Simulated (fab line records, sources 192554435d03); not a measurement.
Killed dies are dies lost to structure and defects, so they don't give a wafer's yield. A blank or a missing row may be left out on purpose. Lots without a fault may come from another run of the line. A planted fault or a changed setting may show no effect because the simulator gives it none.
Chamber matching | flow n5_finfet | N5_BEOL_M0_SAQP_PECVD_96 on pecvd-04: 3 sister chambers
The step deposits a-Si from SiH4/He, target thk 45 nm, time 45.2 s. 6 wafers are shown with their chamber, then 8 later ones without.

WAFERS WITH THEIR CHAMBER
wafer  | chamber | showerhead_plenum_p_Torr (Torr) | throttle_valve_pct (%)
L087.6 | 2       | 5.70                            | 16.9
L088.3 | 0       | 5.65                            | 18.8
L090.1 | 1       | 5.71                            | 17.7
L090.3 | 0       | 5.65                            | 18.9
L090.6 | 1       | 5.70                            | 17.8
L093.1 | 2       | 5.70                            | 17.1

WAFERS WITHOUT THEIR CHAMBER
wafer  | showerhead_plenum_p_Torr (Torr) | throttle_valve_pct (%)
L093.4 | 5.65                            | 18.5
L093.5 | 5.71                            | 16.9
L094.2 | 5.63                            | 18.7
L094.3 | 5.63                            | 18.9
L094.4 | 5.70                            | 17.0
L097.1 | 5.65                            | 18.7
L097.4 | 5.69                            | 17.1
L097.5 | 5.68                            | 17.6

WHICH CHAMBER EACH WENT THROUGH
wafer  | from the rows above     | in truth
L093.4 | 0                       | 0
L093.5 | 2                       | 2
L094.2 | 0                       | 0
L094.3 | 0                       | 0
L094.4 | 2                       | 2
L097.1 | 0                       | 0
L097.4 | 2                       | 2
L097.5 | can't be placed: 1 or 2 | 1
Placed correctly: 7 of 8. Can't be placed from these rows: 1 (the true chamber is among the candidates in 1). Placed wrongly: 0.
How it was worked out, from the rows above alone: a wafer's distance from a chamber is the root of the sum, over the readings, of the square of ((its reading less the chamber's mean) divided by the reading's scatter). The wafer belongs to the nearest chamber; if the next one is less than 2 further off, it can't be placed. A chamber's mean is the mean of its shown wafers. The scatter: the root of (the sum of the squares of (reading less its chamber's mean) over the shown wafers, divided by (wafers less chambers)).
